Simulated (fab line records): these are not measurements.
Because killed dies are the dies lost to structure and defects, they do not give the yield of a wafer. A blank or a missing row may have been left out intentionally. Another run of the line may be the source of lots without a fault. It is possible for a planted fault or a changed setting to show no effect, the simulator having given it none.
Which of the tools did it? ; flow nand_harc ; 39 wafers from 13 lots sampled at 5 of the route's 1159 steps

## WHAT THE GAUGES SHOWED, per wafer
NHARC_A_BONDPAD_THK_MEAS_30: measures by ellipsometry.
lot;measured;on;thk_nm (nm)
L669;day 18 16:52;film_metro-01;199.9 204.6 198.8
L671;day 19 04:20;film_metro-01;199.5 199.9 200.5
L670;day 19 05:10;film_metro-02;201.0 201.5 203.3
L676;day 19 21:37;film_metro-01;200.3 200.5 201.7
L675;day 20 10:58;film_metro-02;198.2 199.0 199.7
L678;day 20 22:40;film_metro-01;196.0 199.8 199.8
L683;day 22 09:56;film_metro-01;202.1 200.4 200.5
L686;day 22 04:55;film_metro-02;198.7 197.7 198.4
L687;day 22 11:11;film_metro-02;199.5 200.3 198.4
L688;day 22 15:40;film_metro-01;202.7 201.4 200.7
L689;day 23 08:14;film_metro-01;197.7 199.3 199.2
L691;day 23 01:45;film_metro-01;203.2 199.4 201.6
L692;day 23 15:46;film_metro-02;202.4 201.7 203.7

NHARC_END_SORT_01.
lot;measured;on;killed_at_array;killed_at_other;killed_at_periphery;killed_dies;killed_open;killed_short
L676;day 21 06:40;prober-02;62 104 101;2 1 1;2 3 1;66 108 103;4 6 2;2 2 4
L675;day 21 21:05;prober-02;59 52 56;0 0 0;4 0 2;63 52 58;4 5 2;2 1 3

## WHAT TOOL EACH LOT RAN ON (gives the tool, then ch and the chambers of the sampled wafers, and finally the start)
lot;NHARC_A_STAIRCASE_TRIM_20;NHARC_A_M1_DEGAS_29;NHARC_A_M1_PVD_21
L669;rie_diel-02 ch 0,1,3, day 10 16:50;pvd_sputter-03, day 18 13:28;pvd_sputter-03, day 18 16:52 or earlier
L671;rie_diel-10 ch 1,2, day 11 13:54;pvd_sputter-03, day 19 01:25;pvd_sputter-03, day 19 04:20 or earlier
L670;rie_diel-06 ch 1,2,3, day 11 19:35;pvd_sputter-01, day 19 02:16;pvd_sputter-01, day 19 05:10 or earlier
L676;rie_diel-10 ch 0,3, day 12 02:19;pvd_sputter-01, day 19 18:26;pvd_sputter-01, day 19 21:37 or earlier
L675;rie_diel-10 ch 2,3, day 12 08:38;pvd_sputter-01, day 20 07:56;pvd_sputter-01, day 20 10:58 or earlier
L678;rie_diel-06 ch 0,1,3, day 13 11:49;pvd_sputter-02, day 20 18:56;pvd_sputter-02, day 20 22:40 or earlier
L683;rie_diel-02 ch 0,2, day 14 11:38;pvd_sputter-02, day 22 06:59;pvd_sputter-02, day 22 09:56 or earlier
L686;rie_diel-06 ch 0,1,3, day 14 20:41;pvd_sputter-03, day 22 01:58;pvd_sputter-03, day 22 04:55 or earlier
L687;rie_diel-02 ch 0,2,3, day 15 02:53;pvd_sputter-02, day 22 08:09;pvd_sputter-02, day 22 11:11 or earlier
L688;rie_diel-06 ch 0,1,3, day 15 10:22;pvd_sputter-02, day 22 12:20;pvd_sputter-02, day 22 15:40 or earlier
L689;rie_diel-06 ch 0,2,3, day 15 23:02;pvd_sputter-02, day 23 04:26;pvd_sputter-02, day 23 08:14 or earlier
L691;rie_diel-02 ch 0,1, day 15 23:07;pvd_sputter-02, day 22 22:50;pvd_sputter-02, day 23 01:45 or earlier
L692;rie_diel-02 ch 0,2,3, day 16 22:40;pvd_sputter-01, day 23 12:43;pvd_sputter-01, day 23 15:46 or earlier
- NHARC_A_STAIRCASE_TRIM_20: chemistry O2, time 211.2 s.
- NHARC_A_M1_DEGAS_29: time 60 s.
- NHARC_A_M1_PVD_21: deposits Cu, target thk 30 nm, time 20.49 s.

## WHAT THE TOOLS THEMSELVES READ (means of the sampled wafers that have a number; where no wafer has one, the mark that the record gives instead)
NHARC_A_STAIRCASE_TRIM_20.
lot;tool;drypump_motor_current_A (A);oes_product_au (a.u.);rf_vpp_V (V);showerhead_plenum_p_Torr (Torr);throttle_valve_pct (%)
L669;rie_diel-02;6.0;0.998;57.7;3.46;17.024
L671;rie_diel-10;6.2;1.003;58.5;3.69;17.040
L670;rie_diel-06;5.8;1.003;58.6;3.70;17.039
L676;rie_diel-10;6.1;0.993;58.5;3.57;17.042
L675;rie_diel-10;6.3;1.008;58.0;3.52;17.031
L678;rie_diel-06;6.2;0.998;57.8;3.65;17.032
L683;rie_diel-02;5.8;0.993;57.2;3.40;17.039
L686;rie_diel-06;6.2;1.003;58.6;3.64;17.039
L687;rie_diel-02;5.9;1.002;57.1;3.46;17.027
L688;rie_diel-06;6.2;1.002;57.0;3.64;17.038
L689;rie_diel-06;6.0;1.001;57.2;3.57;17.043
L691;rie_diel-02;5.6;0.993;57.9;3.39;17.037
L692;rie_diel-02;5.9;1.001;57.3;3.45;17.033

NHARC_A_M1_DEGAS_29.
lot;tool;heater_power_w (W)
L669;pvd_sputter-03;297
L671;pvd_sputter-03;324
L670;pvd_sputter-01;300
L676;pvd_sputter-01;304
L675;pvd_sputter-01;303
L678;pvd_sputter-02;362
L683;pvd_sputter-02;331
L686;pvd_sputter-03;328
L687;pvd_sputter-02;355
L688;pvd_sputter-02;336
L689;pvd_sputter-02;335
L691;pvd_sputter-02;332
L692;pvd_sputter-01;291

NHARC_A_M1_PVD_21.
lot;tool;throttle_valve_pct (%)
L669;pvd_sputter-03;28.5
L671;pvd_sputter-03;28.9
L670;pvd_sputter-01;30.1
L676;pvd_sputter-01;31.1
L675;pvd_sputter-01;31.1
L678;pvd_sputter-02;30.1
L683;pvd_sputter-02;30.1
L686;pvd_sputter-03;30.1
L687;pvd_sputter-02;29.6
L688;pvd_sputter-02;29.8
L689;pvd_sputter-02;29.8
L691;pvd_sputter-02;29.9
L692;pvd_sputter-01;29.8

## THE ANSWER, worked out from the rows above alone
Rule: the usual values come from the lots themselves. Put in order of their means at a reading, lots are off if they are a third of the lots or fewer, leave a main group of 4 or more, and stand apart from it by a gap of 3 or more times the standard deviation of the main group's means; of several such gaps the widest counts. A main group whose means are all the same, to the digits that the tables above print for the reading, isn't used. Also off: a lot with no number at a reading for which 4 or more lots have one. All remaining lots with rows at the step are treated as sound. Order of review: gauges by route order, followed by the tools' own readings, for which a lot's mean as printed above is used. At the first step where some lot is off, the reading lying furthest off is the one used; lots without a number count as furthest.
Nothing can be told from this: no lot is off at any reading shown.

## WHAT HAD BEEN PUT IN BY THE SIMULATOR
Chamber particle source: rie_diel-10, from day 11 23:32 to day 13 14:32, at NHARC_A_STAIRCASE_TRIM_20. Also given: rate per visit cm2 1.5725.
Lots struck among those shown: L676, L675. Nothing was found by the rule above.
